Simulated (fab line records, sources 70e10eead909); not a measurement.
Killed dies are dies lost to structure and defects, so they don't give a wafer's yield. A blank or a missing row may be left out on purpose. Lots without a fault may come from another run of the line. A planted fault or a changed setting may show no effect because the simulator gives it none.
A struck lot beside a sound one | flow nand_harc | 15 steps out of a route of 1302
Sound: wafers L583.3, L583.4, L583.6. Struck: wafers L599.1, L599.3, L599.6. The cause comes at the end.
At each step with rows: each side's tool, then ch and its chambers, then its first start. Under that, the readings that differ: sound wafers | struck wafers | difference of the means | sigmas: that difference in standard deviations of wafers without a fault.
alike: readings whose means differ by less than 2 such deviations, and words and numbers that are the same on both sides. not compared: withheld readings, readings that some wafer has no value for, bounds like >300 that may hide the same value, and numbers for which the record gives no deviation and whose values overlap.
The two part at a step that has a row with sigmas, a row that says differs or no value, or rows on one side only. Numbers that don't overlap but have no deviation are shown without sigmas and don't part them. A reading that every wafer of one side lacks parts them only if that side has two wafers or more.

first, 8 steps without rows for these wafers: NHARC_A_BONDPAD_HMDS_02 (time 30 s); NHARC_A_BONDPAD_COAT_33 (time 65 s); NHARC_A_BONDPAD_COAT_03 (resist thk 600 nm); NHARC_A_BONDPAD_SOFTBAKE_04 (time 70 s); NHARC_A_BONDPAD_EBR_05; NHARC_A_BONDPAD_EXPOSE_06 (exposes mask A BPAD); NHARC_A_BONDPAD_PEB_07 (peb time 80 s); NHARC_A_BONDPAD_DEVELOP_08 (time 50 s).
NHARC_A_BONDPAD_CD_MEAS_09: target cd 500 nm.
  sound on cd_sem-01 ch 0, day 24 12:11; struck on cd_sem-03 ch 0, day 31 05:50
  alike: cd_nm
NHARC_A_BONDPAD_OVL_MEAS_35:
  sound on overlay-02, day 24 12:16; struck on overlay-01, day 31 05:56
  alike: overlay_x_nm, overlay_y_nm
then, 1 step without rows for these wafers: NHARC_A_BONDPAD_HARDBAKE_10 (time 65 s).
NHARC_A_BONDPAD_DESCUM_11: chemistry O2, time 3 s.
  sound on rie_diel-06 ch 0,1,2, day 24 12:24; struck on rie_diel-06 ch 0,2,3, day 31 06:04
  alike: drypump_motor_current_A, oes_product_au, rf_vpp_V, showerhead_plenum_p_Torr, throttle_valve_pct
  not compared: rf_hours_counter_h
NHARC_A_BONDPAD_ETCH_34: etches the open film in N2/H2, target depth 60 nm, overetch 18 nm, time 65.91 s.
  sound on rie_diel-06 ch 1,2, day 24 12:28; struck on rie_diel-06 ch 0,1,2, day 31 06:09
  reading          | sound          | struck         | difference | sigmas
  run_length_s (s) | 86.4 86.2 86.7 | 68.7 68.4 68.9 | -17.8      | -46
  alike: drypump_motor_current_A, oes_product_au, rf_vpp_V, showerhead_plenum_p_Torr, throttle_valve_pct
  not compared: rf_hours_counter_h
NHARC_A_BONDPAD_ETCH_12: etches the open film in CHF3/O2, target depth 220 nm, time 110 s.
  sound on rie_diel-06 ch 0,1,3; struck on rie_diel-06 ch 0,3
  alike: drypump_motor_current_A, oes_product_au, rf_vpp_V, run_length_s, showerhead_plenum_p_Torr, throttle_valve_pct
  not compared: rf_hours_counter_h
then, 1 step without rows for these wafers: NHARC_END_SORT_01.

WHERE THEY PART
Only at NHARC_A_BONDPAD_ETCH_34, within this record. Later steps at which nothing parts them and some readings are alike: NHARC_A_BONDPAD_ETCH_12.

WHY: what the simulator had put in
Process parameter drift: rie_diel-06, from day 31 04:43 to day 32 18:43, at NHARC_A_BONDPAD_ETCH_34. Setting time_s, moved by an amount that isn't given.
